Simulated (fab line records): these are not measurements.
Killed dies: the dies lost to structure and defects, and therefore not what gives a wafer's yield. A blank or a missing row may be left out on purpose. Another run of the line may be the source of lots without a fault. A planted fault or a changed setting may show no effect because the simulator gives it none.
Which tool is to blame? | flow nand-harc | 6 lots with 18 wafers sampled at 4 steps, on a route of 1159 steps

## WHAT THE GAUGES READ, wafer by wafer
NHARC_P_BONDPAD_CD_MEAS_09: target cd 500 nm.
lot  | measured     | on        | cd-nm (nm)
L925 | day 6 20:53  | cd-sem-03 | 499.1 497.6 499.6
L927 | day 7 15:27  | cd-sem-03 | 501.2 498.5 499.1
L930 | day 8 02:08  | cd-sem-02 | 500.1 496.9 498.3
L932 | day 8 20:56  | cd-sem-02 | 500.6 499.6 499.9
L938 | day 10 10:46 | cd-sem-01 | 501.5 501.5 501.8
L944 | day 11 16:57 | cd-sem-02 | 497.5 495.3 498.2

## EACH LOT AND THE TOOL THAT RAN IT (in order: tool; ch and the chambers of the sampled wafers; start)
lot  | NHARC_P_M2_PVD_21                       | NHARC_P_M2_ANNEAL_31             | NHARC_P_BONDPAD_EXPOSE_06
L925 | pvd-sputter-02, day 6 18:14 or earlier  | rtp-anneal-02 ch 0, day 6 18:14  | krf-scanner-02 ch 0, day 6 20:43
L927 | pvd-sputter-01, day 7 12:51 or earlier  | rtp-anneal-01 ch 0, day 7 12:51  | krf-scanner-02 ch 0, day 7 15:18
L930 | pvd-sputter-03, day 7 23:29 or earlier  | rtp-anneal-02 ch 0, day 7 23:29  | krf-scanner-02 ch 0, day 8 01:59
L932 | pvd-sputter-01, day 8 18:23 or earlier  | rtp-anneal-01 ch 0, day 8 18:23  | krf-scanner-01 ch 0, day 8 20:47
L938 | pvd-sputter-03, day 10 08:09 or earlier | rtp-anneal-01 ch 0, day 10 08:09 | krf-scanner-02 ch 0, day 10 10:37
L944 | pvd-sputter-02, day 11 14:21 or earlier | rtp-anneal-02 ch 0, day 11 14:21 | krf-scanner-04 ch 0, day 11 16:48
- NHARC_P_M2_PVD_21: deposits Cu, target thk 30 nm, time 20.49 s.
- NHARC_P_M2_ANNEAL_31: time 90 s.
- NHARC_P_BONDPAD_EXPOSE_06: exposes mask P BPAD.

## THE ANSWER, worked out from the rows above alone
Rule: the lots themselves supply what counts as usual. Put in order of their means at a reading, lots are off if they are a third of the lots or fewer, leave a main group of 4 or more, and stand apart from it by a gap of 3 or more times the standard deviation of the main group's means; of several such gaps the widest counts. The tables above print the reading to a certain number of digits; a main group whose means all agree to those digits is not used. A lot without any number at a reading at which 4 lots or more have one is off too. Any other lot the step has rows for is counted as sound.
No lot is off at any reading shown: from this, nothing can be told.

## WHAT WAS PUT IN BY THE SIMULATOR
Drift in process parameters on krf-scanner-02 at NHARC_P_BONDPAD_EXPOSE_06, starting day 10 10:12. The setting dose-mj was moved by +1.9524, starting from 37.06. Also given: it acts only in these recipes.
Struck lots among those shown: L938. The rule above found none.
